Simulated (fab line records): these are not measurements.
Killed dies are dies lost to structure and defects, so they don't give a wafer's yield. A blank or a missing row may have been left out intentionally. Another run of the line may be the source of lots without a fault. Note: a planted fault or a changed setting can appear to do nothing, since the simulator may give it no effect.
fab line records | flow n5_finfet
[record] lots = 4 | wafers = 12 | last_day = 16
route steps=1938 shown BEOL_M1@778 PASSIVATION@1936
lots that met no fault: taken from a fault-free run of the same line
start_h: the number of hours between the record's first day and the start of the first shown wafer of the lot | wait_h: hours elapsed since this lot's preceding step | " unchanged from the row above | L1.1+2: one row covering several wafers at once | - value missing, or start not given | * or withheld: withheld | < > ~ a bound
route shown NAME@n: NAME is a module with steps in the file, n the number in the route of the first one | usual: mean and standard deviation over wafers with no fault | same: alike in all rows | chamber/n: place in a boat | sites: each site's reading | _std_site: standard deviation across them | _edge_site: mean of outer sites minus mean of inner sites | radius_mm: how far each site lies from the wafer's centre | mask NAME#n: copy n | behind: tool/chamber where the wafer was last shaped | hold: why the lot was held/for how many hours/how that ended | device: names the non-switching transistor (n, p or np) | end of line: at the end of the route, the tests of the same wafers | a step without rows: its recipe alone | killed: dies that structure and defects cost at the first sort, which is not the same as the wafer's yield | map: dies across one wafer; x = killed, . = not, _ = none there
set.NAME: the setting that was run; set.NAME@STEP: the one run at that earlier step | model.NAME: the simulator's own value behind a step, which no gauge read
lots at selected steps of the route; one table per step, one row per wafer
services: when a tool's chamber went out of use (start_h, in hours from the record's first day, below 0 if earlier), for how many hours, and the reason
[[steps]]
[step N5_BEOL_M1_COAT_68]
[recipe] resist = SiARC | temp_c = 220 | time_s = 60 | spin_rpm = 1500 | resist_thk_nm = 12
[step N5_BEOL_M1_COAT_76]
[recipe] resist = underlayer | temp_c = 205 | time_s = 60 | spin_rpm = 1500 | resist_thk_nm = 5
[step N5_BEOL_M1_COAT_22]
[recipe] resist = CAR-EUV | spin_rpm = 1500 | resist_thk_nm = 30
[step N5_BEOL_M1_EBR_24]
[recipe] solvent = PGMEA | ebr_width_mm = 1.5
[step N5_BEOL_M1_SOFTBAKE_23]
[recipe] temp_c = 110 | time_s = 60 | resist = CAR-EUV
[step N5_BEOL_M1_EXPOSE_25]
[recipe] mask_id = V0 | na = 0.33 | source_shape = quasar | sigma_inner = 0.2 | sigma_outer = 0.8 | polarization = unpolarized | defocus_nm = 5 | target_cd_nm = 24 | dose_mj = 63
[step N5_BEOL_M1_PEB_26]
[recipe] peb_temp_c = 100 | peb_time_s = 60 | resist = CAR-EUV
[step N5_BEOL_M1_DEVELOP_27]
[recipe] develop_time_s = 30 | developer = TMAH | resist = CAR-EUV | rinse_liquid = surfactant_rinse | dry = air_spin | dev_temp_c = 23
[step N5_BEOL_M1_DESCUM_33]
[recipe] chemistry = O2 | time_s = 7 | source_power_w = 50 | bias_power_w = 20 | pressure_mtorr = 20 | rf_frequency_hz = 2.712e+07 | temp_c = 40 | resist = CAR-EUV | o2_flow_sccm = 225
[step N5_BEOL_M1_ETCH_77]
[recipe] chemistry = N2/H2 | target = underlayer | target_depth_a = 65 | mask_material = CAR-EUV | time_s = 5.2 | ion_energy_ev = 200 | pressure_mtorr = 30 | source_w = 840 | bias_w = 150 | n2_flow_sccm = 200 | h2_flow_sccm = 200 | ends = cleared
[usual] drypump_motor_current_A = 5.8/0.47 | etch_rf_on_time_s = 5.23/0.068 | oes_product_au = 0.64/0.054 | rf_vpp_V = 525/3 | showerhead_plenum_p_Torr = 2.58/0.1 | throttle_valve_pct = 18.02/0.19
lot.wafer | tool        | chamber | start_h | wait_h | drypump_motor_current_A | etch_rf_on_time_s | oes_product_au | rf_hours_counter_h | rf_vpp_V | showerhead_plenum_p_Torr | throttle_valve_pct
L330.2    | rie_diel-02 | 0       | 130.20  | 0.0    | 6.2                     | 5.23              | 0.64           | 164                | 520      | 2.43                     | 17.99
L330.3    | "           | 2       | "       | "      | 5.3                     | 5.31              | 0.66           | 121                | 525      | 2.66                     | 17.92
L330.5    | "           | 3       | "       | "      | 6.2                     | 5.19              | 0.59           | -                  | 520      | 2.39                     | 17.88
L337.1    | rie_diel-05 | 3       | 171.78  | 0.0    | 6.6                     | 5.29              | 0.63           | 171                | 526      | 2.63                     | 18.30
L337.4    | "           | 2       | "       | "      | 6.1                     | 5.26              | 0.60           | 214                | 526      | 2.63                     | 17.95
L337.5    | "           | 0       | "       | "      | 5.5                     | 5.14              | 0.65           | -                  | 525      | 2.65                     | 17.90
L340.1    | rie_diel-02 | 3       | 191.10  | 0.0    | 6.2                     | 5.08              | 0.82           | 5                  | 531      | 2.70                     | 17.47
L340.2    | "           | 1       | "       | "      | 5.5                     | 5.13              | 0.64           | 194                | 527      | 2.64                     | 17.89
L340.4    | "           | 0       | "       | "      | 6.2                     | 5.11              | 0.62           | 183                | 521      | 2.42                     | 18.04
L346.1    | rie_diel-02 | 3       | 225.93  | 0.0    | 6.2                     | 5.18              | 0.78           | 16                 | 528      | 2.70                     | 17.48
L346.3    | "           | 1       | "       | "      | 5.5                     | 5.21              | 0.62           | 206                | 525      | 2.63                     | 17.92
L346.5    | "           | 3       | "       | "      | 6.2                     | 5.19              | 0.79           | -                  | 528      | 2.70                     | 17.51
[step N5_BEOL_M1_ETCH_69]
[recipe] chemistry = CF4 | target = SiARC | target_depth_a = 156 | mask_material = CAR-EUV | time_s = 26 | ion_energy_ev = 80 | pressure_mtorr = 40 | source_w = 545 | bias_w = 36 | Ar_flow_sccm = 100 | cf4_flow_sccm = 100 | ends = cleared
[step N5_BEOL_M1_ALD_98]
[recipe] material = SiO2 | target_thk_a = 25 | temp_c = 100 | ald_precursor_family = BDEAS | ald_co_reactant = O2-plasma | pulse_time_s = 1 | co_reactant_pulse_time_s = 1 | purge_time_s = 2 | co_reactant_purge_time_s = 2 | ald_cycles = 17 | pressure_torr = 2
[step N5_BEOL_M1_ETCHBACK_99]
[recipe] chemistry = CHF3 | target = SiO2 | target_depth_a = 50 | time_s = 10.4 | source_w = 215 | bias_w = 47 | Ar_flow_sccm = 200 | CHF3_flow_sccm = 12 | ion_energy_ev = 100 | pressure_mtorr = 30
[step N5_BEOL_M1_ETCH_70]
[recipe] chemistry = N2/H2 | target = SOC | target_depth_a = 800 | overetch_a = 160 | mask_material = SiARC | temp_c = 40 | time_s = 120 | ion_energy_ev = 200 | pressure_mtorr = 30 | source_w = 840 | bias_w = 150 | n2_flow_sccm = 200 | h2_flow_sccm = 200
[step N5_BEOL_M1_STRIP_71]
[recipe] chemistry = N2/H2 | temp_c = 40 | n2_flow_sccm = 200 | h2_flow_sccm = 200 | rf_frequency_hz = 6e+07
[step N5_BEOL_M1_STRIP_78]
[recipe] chemistry = N2/H2 | temp_c = 40 | n2_flow_sccm = 200 | h2_flow_sccm = 200 | rf_frequency_hz = 6e+07
[step N5_BEOL_M1_VIA_ETCH_34]
[recipe] chemistry = C4F6/O2 | target_depth_a = 678 | mask_material = SOC | pressure_mtorr = 15 | ion_energy_ev = 250 | taper_deg = 4 | time_s = 64.4 | source_w = 350 | bias_w = 170 | Ar_flow_sccm = 300 | C4F6_flow_sccm = 10 | O2_flow_sccm = 10
[step N5_BEOL_M1_STRIP_83]
[recipe] chemistry = C4F6/O2 | resist = SiARC | rf_frequency_hz = 6e+07
[step N5_BEOL_M1_STRIP_36]
[recipe] chemistry = N2/H2 | power_w = 450 | temp_c = 40 | pressure_mtorr = 20 | rf_frequency_hz = 6e+07 | overash_fraction = 0.3 | bias_power_w = 7 | h2_frac = 0.5 | n2_flow_sccm = 200 | h2_flow_sccm = 200
[step N5_BEOL_M1_TRENCH_ETCH_37]
[recipe] chemistry = C4F6/O2 | target_depth_a = 552.07 | target = SiOC | time_s = 29 | ion_energy_ev = 250 | pressure_mtorr = 30 | source_w = 355 | bias_w = 185 | Ar_flow_sccm = 300 | C4F6_flow_sccm = 10 | O2_flow_sccm = 10
[step N5_BEOL_M1_ETCH_41]
[recipe] chemistry = CH3F/O2 | target = SiCN | target_depth_a = 319 | taper_deg = 2 | time_s = 57.8 | ion_energy_ev = 120 | mask_material = TiN | pressure_mtorr = 30 | source_w = 395 | bias_w = 75 | Ar_flow_sccm = 150 | CH3F_flow_sccm = 30 | O2_flow_sccm = 20
[step N5_BEOL_M1_STRIP_97]
[recipe] chemistry = N2/H2 | time_s = 10 | power_w = 450 | temp_c = 40 | pressure_mtorr = 20 | rf_frequency_hz = 6e+07 | bias_power_w = 7 | n2_flow_sccm = 200 | h2_flow_sccm = 200
[step N5_BEOL_M1_HM_STRIP_39]
[recipe] chemistry = peroxide_tin_strip | material = TiN | target_depth_a = 250 | temp_c = 50 | time_s = 158
[step N5_BEOL_M1_SRD_40]
[recipe] time_s = 30 | temp_c = 23 | rinse_liquid = diw | dry = ipa_marangoni
[step N5_BEOL_M1_PRECLEAN_42]
[recipe] chemistry = residue_remover | time_s = 60 | temp_c = 40
[step N5_BEOL_M1_SRD_43]
[recipe] time_s = 30 | temp_c = 23 | rinse_liquid = diw | dry = ipa_marangoni
[step N5_BEOL_M1_DEGAS_44]
[recipe] ambient = vacuum | temp_c = 250 | time_s = 60
[step N5_BEOL_M1_PRE_CLEAN_45]
[recipe] gas = H2/He | time_s = 30 | temp_c = 250
[step N5_BEOL_M1_ALD_84]
[recipe] material = TaN | target_thk_a = * | temp_c = 275 | ald_precursor_family = PDMAT | ald_co_reactant = NH3 | pressure_torr = 3 | carrier_flow_sccm = 1500 | pulse_time_s = 2 | purge_time_s = 3 | co_reactant_purge_time_s = 2 | co_reactant_pulse_time_s = 3 | ald_cycles = 30 | precursor_vessel_temp_c = 75 | precursor_vessel_pressure_torr = 26.25 | precursor_vessel_carrier_sccm = 1000
[step N5_BEOL_M1_SURFACE_TREAT_85]
[recipe] gas = Ar | time_s = * | ion_energy_ev = * | ion_current_ma_cm2 = 0.5 | pressure_mtorr = * | ar_flow_sccm = 30
[step N5_BEOL_M1_CVD_47]
[recipe] material = Co | target_thk_a = 30 | temp_c = withheld | precursor = CCTBA/H2 | pressure_torr = 30 | time_s = 223.8
[step N5_BEOL_M1_SPUTTER_48]
[recipe] material = Cu | target_thk_a = 45 | temp_c = -20 | chamber_pressure_pa = 0.07 | power_w = withheld | time_s = 8.29
[step N5_BEOL_M1_ANNEAL_49]
[recipe] temp_c = 400 | time_s = 240 | ambient = vacuum
[step N5_BEOL_M1_SPUTTER_79]
[recipe] material = Cu | target_thk_a = 45 | temp_c = -20 | chamber_pressure_pa = 0.07 | power_w = withheld | time_s = 8.29
[step N5_BEOL_M1_ANNEAL_80]
[recipe] temp_c = 400 | time_s = 240 | ambient = vacuum
[step N5_BEOL_M1_SPUTTER_81]
[recipe] material = Cu | target_thk_a = 45 | temp_c = -20 | chamber_pressure_pa = 0.07 | power_w = withheld | time_s = 8.29
[step N5_BEOL_M1_ANNEAL_82]
[recipe] temp_c = 400 | time_s = 240 | ambient = vacuum
[step N5_PASSIVATION_PROBE_49]
[usual] defect_limited_yield = 91.6/1.4 | killed_at_M0_to_M3 = 35/10 | killed_at_M4_up = 13/5.3 | killed_at_contacts = 12/5.9 | killed_at_front_end = 36/9.9 | killed_at_other = 3.2/3 | killed_dies = 99/16 | killed_on_rim = 13/3.9 | killed_open = 66/12 | killed_short = 32/7.7 | sort_bin_5_function = 4.9/0.91 | sort_bin_6_memory = 3.2/0.65 | sort_n_pass = 1081/16 | sort_yield_pct = 91.6/1.4
[same] gross_dies = 1180 | killed_at_back_side = 0 | sort_bin_4_leakage[%] = 0 | sort_bin_8_speed[%] = 0
lot.wafer | tool      | chamber | start_h | wait_h | defect_limited_yield[%] | killed_at_M0_to_M3 | killed_at_M4_up | killed_at_contacts | killed_at_front_end | killed_at_other | killed_dies | killed_on_rim | killed_open | killed_short | sort_bin_5_function[%] | sort_bin_6_memory[%] | sort_n_pass | sort_yield_pct[%]
L330.2    | prober-01 | -       | 283.64  | 0.1    | 90.2                    | 29                 | 24              | 17                 | 46                  | 0               | 116         | 14            | 78          | 37           | 6.3                    | 3.4                  | 1064        | 90.2
L330.3    | prober-01 | -       | 283.69  | 0.1    | 91.6                    | 20                 | 14              | 14                 | 51                  | 0               | 99          | 9             | 81          | 18           | 4.8                    | 3.4                  | 1081        | 91.6
L330.5    | prober-01 | -       | 283.79  | 0.2    | 91.9                    | 18                 | 22              | 10                 | 45                  | 1               | 96          | 10            | 66          | 30           | 3.8                    | 4.2                  | 1084        | 91.9
L337.4    | prober-02 | -       | 323.87  | 0.2    | 92.6                    | 35                 | 10              | 8                  | 34                  | 0               | 87          | 9             | 56          | 31           | 4.0                    | 3.1                  | 1093        | 92.6
L337.5    | prober-02 | -       | 323.92  | 0.2    | 91.5                    | 38                 | 15              | 6                  | 38                  | 3               | 100         | 12            | 74          | 26           | 4.7                    | 3.4                  | 1080        | 91.5
L340.1    | prober-02 | -       | 346.63  | 0.0    | 78.8                    | 193                | 12              | 3                  | 40                  | 2               | 250         | 13            | 67          | 30           | 12.8                   | 4.4                  | 930         | 78.8
L340.2    | prober-02 | -       | 346.68  | 0.1    | 79.0                    | 195                | 20              | 2                  | 29                  | 2               | 248         | 23            | 56          | 44           | 13.8                   | 4.3                  | 932         | 79.0
L340.4    | prober-02 | -       | 346.78  | 0.2    | 79.6                    | 185                | 10              | 4                  | 41                  | 1               | 241         | 31            | 70          | 43           | 11.4                   | 4.5                  | 939         | 79.6
L346.1    | prober-02 | -       | 389.25  | 0.0    | 82.7                    | 157                | 10              | 16                 | 21                  | 0               | 204         | 10            | 41          | 23           | 10.0                   | 3.2                  | 976         | 82.7
L346.3    | prober-02 | -       | 389.35  | 0.1    | 81.5                    | 161                | 11              | 7                  | 38                  | 1               | 218         | 22            | 50          | 17           | 11.0                   | 3.2                  | 962         | 81.5
L346.5    | prober-02 | -       | 389.45  | 0.2    | 80.6                    | 162                | 11              | 13                 | 40                  | 3               | 229         | 13            | 61          | 27           | 10.8                   | 3.9                  | 951         | 80.6
// killed by level:class
L330.2 STI_FIN_REVEAL:geometric_particle:open=14 FIN_SAQP:geometric_particle:open=12 MOL_CONTACT_COAG:geometric_particle:open=12 BEOL_M4:geometric_particle:open=10 BEOL_M0_SAQP:geometric_particle:short=8 BEOL_M3:geometric_particle:open=6 BEOL_M4:geometric_particle:short=6 FIN_SAQP:geometric_particle:short=5
L330.3 FIN_SAQP:geometric_particle:open=15 MOL_CONTACT_COAG:geometric_particle:open=14 BEOL_M4:geometric_particle:open=10 STI_FIN_REVEAL:geometric_particle:open=9 FIN_SAQP:geometric_particle:short=8 DUMMY_GATE:geometric_particle:open=5 BEOL_M0_SAQP:geometric_particle:open=4 BEOL_M0_SAQP:geometric_particle:short=4
L330.5 BEOL_M4:geometric_particle:open=12 MOL_CONTACT_COAG:geometric_particle:open=10 STI_FIN_REVEAL:geometric_particle:open=9 DUMMY_GATE:geometric_particle:open=9 BEOL_M0_SAQP:geometric_particle:open=8 STARTING-WAFER:geometric_particle:short=7 FIN_SAQP:geometric_particle:short=6 BEOL_M0_SAQP:geometric_particle:short=5
L337.4 BEOL_M1:geometric_particle:open=11 FIN_SAQP:geometric_particle:short=7 BEOL_M2:geometric_particle:open=7 STI_FIN_REVEAL:geometric_particle:open=6 MOL_CONTACT_COAG:geometric_particle:open=6 FIN_SAQP:geometric_particle:open=4 BEOL_M4:geometric_particle:open=4 BEOL_M0_SAQP:geometric_particle:open=4
L337.5 DUMMY_GATE:geometric_particle:open=10 BEOL_M2:geometric_particle:open=10 STI_FIN_REVEAL:geometric_particle:open=9 BEOL_M0_SAQP:geometric_particle:open=9 BEOL_M0_SAQP:geometric_particle:short=7 MOL_CONTACT_COAG:geometric_particle:open=6 BEOL_M3:geometric_particle:open=6 FIN_SAQP:geometric_particle:short=5
L340.1 BEOL_M1:unspecified=151 STI_FIN_REVEAL:geometric_particle:open=10 BEOL_M0_SAQP:geometric_particle:short=10 BEOL_M4:geometric_particle:open=9 BEOL_M0_SAQP:geometric_particle:open=8 BEOL_M3:geometric_particle:open=8 BEOL_M2:geometric_particle:open=7 DUMMY_GATE:geometric_particle:open=6
L340.2 BEOL_M1:unspecified=148 BEOL_M0_SAQP:geometric_particle:short=19 BEOL_M0_SAQP:geometric_particle:open=9 BEOL_M3:geometric_particle:open=7 FIN_SAQP:geometric_particle:open=6 BEOL_M4:geometric_particle:open=6 BEOL_M5:geometric_particle:open=5 GATE_CUT:geometric_particle:short=5
L340.4 BEOL_M1:unspecified=126 BEOL_M0_SAQP:geometric_particle:short=17 STI_FIN_REVEAL:geometric_particle:open=10 FIN_SAQP:geometric_particle:open=9 BEOL_M0_SAQP:geometric_particle:open=9 FIN_SAQP:geometric_particle:short=8 BEOL_M3:geometric_particle:open=8 BEOL_M1:geometric_particle:open=7
L346.1 BEOL_M1:unspecified=140 MOL_CONTACT_COAG:geometric_particle:open=13 FIN_SAQP:geometric_particle:short=4 DUMMY_GATE:geometric_particle:open=4 BEOL_M1:geometric_particle:open=4 BEOL_M1:geometric_particle:short=4 GATE_CUT:geometric_particle:short=3 MOL_CONTACT_COAG:geometric_particle:short=3
L346.3 BEOL_M1:unspecified=145 STI_FIN_REVEAL:geometric_particle:open=10 BEOL_M4:geometric_particle:open=7 MOL_CONTACT_COAG:geometric_particle:open=6 FIN_SAQP:geometric_particle:short=5 DUMMY_GATE:geometric_particle:open=4 BEOL_M0_SAQP:geometric_particle:open=4 BEOL_M3:geometric_particle:open=4
L346.5 BEOL_M1:unspecified=137 MOL_CONTACT_COAG:geometric_particle:open=12 FIN_SAQP:geometric_particle:short=10 STI_FIN_REVEAL:geometric_particle:open=9 BEOL_M0_SAQP:geometric_particle:open=6 BEOL_M2:geometric_particle:open=6 FIN_SAQP:geometric_particle:open=4 DUMMY_GATE:geometric_particle:open=4
// map L340.1 (x killed, . not)
_________________........x...________________
______________.x..x....x........_____________
___________.............x.......x..__________
__________.x.......................x_________
________.xx...x........x...x.........._______
_______................................______
______.......x.........x..............x._____
_____..x.xx..xxx.x..x..x.................____
____..x..xxxxxxxxxxxx.....x.x.............___
___..xxxxxxxxxxxxxx.x.xx............x......__
___...xxxxxxxxxxxxxxx...x.............x...x__
__..xxxxxxxxxxxxxxxxx..........x......x..x.._
__.x.xxxxxxxxxxxxxxxx......................._
_x...xxxxxxxxxxxxxxx....x........x..x.......x
_....xxxxxxxxxxxxxx.x...........x....x....x..
_....xxxxxxxxxxxxxxxxx.....x.x........x......
_.x....xxxxxxxxxxx.xx..x....................x
_..x....xxxxxxxxxxx..x...................x...
_...x...x.......xx...x....x..................
_....x....x.x.......x........................
_.........xx...........x......x.........xx...
__.................x........................_
__......x....x.....x...........x............_
___...x........x.............x......x......__
___................x.......................__
____..xx..........xx.............x....x...___
_____..........................x.........____
______..........x...............x...x..._____
_______..x.............................______
________......x...x.x................._______
__________.....x.x.x...x......x....._________
___________.x...xx.................__________
______________.............x...._____________
_________________............________________
// map L346.5 (x killed, . not)
_________________x......x.x..________________
______________...........x.x...._____________
___________xx......................__________
__________....x.......xx..........x._________
________............x..x..x...x...x..._______
_______......xx............x........x..______
______.......x..............xx......x..._____
_____..x.xxxxxx....x...................x.____
____..x...xxxxxxxxxxx.....x...............___
___....xxxxxxxxxxxx...xx..x.........x.x....__
___.xx.xxxxxxxxxxxxxx.....x.x..............__
__...x.xxxxxxxxxxxxx...........x............_
__....x.xxxxxxxxxxx.xx......................_
_.....xxxxxxxxxxxxxx..x...x..................
_.....xxxxxxxxxxxxxx......x.......x....x.....
_.......xxxxxxxxxxxx.............x....x......
_x.x..x.xxxxxxxxxx.........x.................
_.......x.xxxxxxxx...........x....x..x...x.x.
_..xx.....x...xx.x..x........................
_..........xx..............x....x............
_............x............x..................
__..........................x..............._
__.x.x...........x......x..................x_
___x......................x....x.......xx..__
___.x..x......x...............x............__
____...x............x.....x...............___
_____....................................____
______..x.....................x.x....x.._____
_______..........................x.....______
________.......................x..x..._______
__________.........x................_________
___________....x.......x...........__________
______________.....x......x....._____________
_________________........x...________________
[[services]]
tool        | chamber | start_h | hours | kind
rie_diel-02 | -       | 146.70  | 2.8   | pm
rie_diel-02 | 3       | 157.07  | -     | clean
rie_diel-02 | 3       | 157.07  | -     | consumable_replace:focus_ring
rie_diel-02 | 3       | 157.07  | -     | consumable_replace:showerhead
rie_diel-02 | 3       | 157.07  | 15.7  | scheduled_down
rie_diel-02 | 3       | 157.07  | 15.7  | vent_cycle
rie_diel-02 | 0       | 180.05  | 2.6   | repair
[[key]]
[first_sign] step = N5_PASSIVATION_PROBE_49 | reading = killed_at_M0_to_M3 | direction = up | sigmas = 14 | usual = 35 | struck = 176
[effect] step = N5_PASSIVATION_PROBE_49 | reading = defect_limited_yield | direction = down | sigmas = 8.3 | usual = 91.6 | struck = 80.4
[more_kills_born_at] N5_BEOL_M1_ETCH_77@rie_diel-02 = 847
met_at N5_BEOL_M1_ETCH_77
struck_wafers L340.1,L340.2,L340.4,L346.1,L346.3,L346.5
onset_between 130.20 191.10
also_fits time
[fault] kind = chamber_particle_source | tool = rie_diel-02 | chamber = - | onset_h = 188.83 | steps = N5_BEOL_M1_ETCH_77 | rate_per_visit_cm2 = 1.6796 | end_h = 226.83
